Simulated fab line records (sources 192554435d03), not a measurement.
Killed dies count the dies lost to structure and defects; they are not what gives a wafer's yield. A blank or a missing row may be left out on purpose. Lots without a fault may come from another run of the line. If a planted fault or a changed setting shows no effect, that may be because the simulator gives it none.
Problem report in the 8D (eight disciplines) form, filled by code -- flow n5-finfet -- the parts of the form that need people (team, actions taken, sign-off) are left out

## 1. THE ISSUE
Mean of spin-speed-rpm at N5_BEOL_M2_COAT_68: 1270.7 rpm across 6 wafers in 2 lots; on wafers with no fault it is 1499.7 rpm (standard deviation 0.8). That is -99 or more standard deviations from the usual mean.
The step: time 60 s, resist thk 12 nm.
The first sign was on wafer L455.3 at day 12 03:07, on litho-track-03. At this step, 23 wafers from 8 lots have a number in the record. The rule behind "out" and "out of limits": a value lying over 4 standard deviations away from the usual mean. The other wafers with a number count as sound.

## 2. WHAT IT IS, WHAT IT ISN'T
question,is,is not
which readings at this step,spin-speed-rpm,heater-power-total-W
which lots,"L454, L455","L433, L434, L436, L443, L446, L456"
which wafers of those lots,all that have a number,-
read on which tools,litho-track-03,litho-track-05
when,from day 12 03:07,up to then (15 sound wafers); but 2 sound wafers of L456 came after

## 3. SUSPECTS, AND WHAT RULES EACH OUT
Counting: a tool at any process step up to the reading remains a suspect when it ran all the lots that are out and ran no sound lot after the first of those.
- rie-diel-02 at N5_BEOL_M2_STRIP_19 (strips in O2): ruled out as a lasting fault. After its first lot that is out, L455 (day 12 03:00), sound lots L456 ran on it.
- litho-track-03 at N5_BEOL_M2_COAT_68 (time 60 s, resist thk 12 nm): kept. It processed each lot that is out, first L455 at day 12 03:07, and no sound lot thereafter; up to then, the last sound lot it processed was L443 at day 9 18:34. Out on those wafers are its own readings of spin-speed-rpm.
After counting, what remains is litho-track-03 at N5_BEOL_M2_COAT_68.

## 4. THE CAUSE (what the simulator had put in)
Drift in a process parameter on litho-track-03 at N5_BEOL_M2_COAT_68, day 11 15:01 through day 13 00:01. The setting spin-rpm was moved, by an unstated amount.
Only this tool survived the counting.

## 5. THE EFFECT CHAIN, in route order
Rows list readings where the struck wafers' mean (over those with a number) sits beyond 3 standard deviations from the usual. Only readings whose record carries a usual standard deviation are examined. hours: median over the lots of the time between each lot's start at the first step of this table that gives one and its start at this step. sigmas: the change, counted in usual standard deviations.
hours,step,reading,usual,on struck wafers,change,sigmas
0,N5_BEOL_M2_COAT_68,spin-speed-rpm,1499.7 rpm,1270.7,-229.0,-99 or more
Process steps it contains:
- N5_BEOL_M2_COAT_68: time 60 s, resist thk 12 nm.
At these later measuring or inspecting steps, every struck wafer for which the step has a row has a number for every such reading, and none has moved that far: N5_BEOL_M4_RC_MEAS_101.

## 6. HOW IT WOULD HAVE BEEN CAUGHT EARLIER
In this record no reading fell out of limits until day 12 03:07, 12 hours after the fault had begun at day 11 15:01.
